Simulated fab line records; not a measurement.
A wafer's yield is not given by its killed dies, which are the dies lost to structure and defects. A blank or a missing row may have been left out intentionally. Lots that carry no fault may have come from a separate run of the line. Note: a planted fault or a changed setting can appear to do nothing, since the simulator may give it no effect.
One fault through the eyes of 3 desks :: flow nand-harc :: each desk holds nothing but its own numbers, with what lay behind them at the end

== THE DEFECT DESK ==
Lot by lot, what the route's inspections counted, given as the mean of those sampled wafers with a number. A lot is out of limits, marked OUT, if its mean lies more than 4 standard deviations from the usual mean; the brackets give that distance.
Columns: A = raw-defect-count at NHARC_A_M0_INSPECT_27, usual 580
lot: L752
first seen here: day 23 04:04
A: 642

lot: L755
first seen here: day 24 14:03
A: 617

lot: L758
first seen here: day 26 05:32
A: 571

lot: L761
first seen here: day 26 19:38
A: 883

lot: L764
first seen here: day 28 02:05
A: 518

lot: L765
first seen here: day 28 04:31
A: 550

lot: L767
first seen here: day 29 05:22
A: 456

lot: L770
first seen here: day 30 06:12
A: 671

lot: L771
first seen here: day 30 12:41
A: 518

lot: L773
first seen here: day 31 09:50
A: 463

lot: L774
first seen here: day 32 02:04
A: 532
This desk's verdict: no lot among the 11 shows anything out of limits.

== DESK OF THE TOOL OWNER: arfi-scanner-02 ==
The tool's own readings at NHARC_A_M1_EXPOSE_06 (exposes mask A M1, target cd 120 nm): means of the sampled wafers that have a number, for each lot that ran on this tool. A lot is out of limits, marked OUT, if its mean lies more than 4 standard deviations from the usual mean; the brackets give that distance.
Columns: A = exposure-dose-mJ-cm2 at NHARC_A_M1_EXPOSE_06, usual 75.12
lot: L755
first seen here: day 24 15:19
A: 75.39

lot: L758
first seen here: day 26 07:17
A: 59.56 (-92) OUT

lot: L764
first seen here: day 28 03:20
A: 62.82 (-72) OUT
Finding of this desk: L758, L764 out of limits; the first was L758 at day 26 07:17, on exposure-dose-mJ-cm2 at NHARC_A_M1_EXPOSE_06. In limits: L755.

== FROM THE METROLOGY DESK ==
Lot by lot, what the gauges showed, no matter which tool ran the lot: averages of those sampled wafers that carry a number. A lot is out of limits, marked OUT, if its mean lies more than 4 standard deviations from the usual mean; the brackets give that distance.
Columns: A = cd-nm at NHARC_A_M1_CD_MEAS_09, usual 120.8 nm
lot: L752
first seen here: day 23 05:20
A: 120.8

lot: L755
first seen here: day 24 15:27
A: 120.7

lot: L758
first seen here: day 26 07:26
A: 106.9 (-28) OUT

lot: L761
first seen here: day 26 20:55
A: 120.9

lot: L764
first seen here: day 28 03:29
A: 110.0 (-22) OUT

lot: L765
first seen here: day 28 05:54
A: 121.0

lot: L767
first seen here: day 29 06:58
A: 120.1

lot: L770
first seen here: day 30 07:34
A: 120.6

lot: L771
first seen here: day 30 14:04
A: 120.7

lot: L773
first seen here: day 31 11:06
A: 120.9

lot: L774
first seen here: day 32 03:20
A: 120.9
Finding of this desk: L758, L764 out of limits; the first was L758 at day 26 07:26, on cd-nm at NHARC_A_M1_CD_MEAS_09. In limits: L752, L755, L761, L765, L767, L770, L771, L773, L774.

== BROUGHT TOGETHER ==
The tool owner's desk could have raised an alarm at day 26 07:17, on L758, L764.
At day 26 07:26 the metrology desk could have sounded an alarm, on L758, L764.
Nothing out of limits was seen by the defect desk.
The defect desk has L758, L764 on record, within its limits.
Of the lots named, all ran NHARC_A_M1_EXPOSE_06 on arfi-scanner-02.

== WHAT WAS PUT IN BY THE SIMULATOR ==
Process parameter drift: arfi-scanner-02, from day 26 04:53 on, at NHARC_A_M1_EXPOSE_06. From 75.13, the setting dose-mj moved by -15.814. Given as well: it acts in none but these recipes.
Shown lots that were struck: L758, L764.
Hours from the fault's start to each desk's first reading out of limits: the tool owner's desk, 2; the metrology desk, 3.
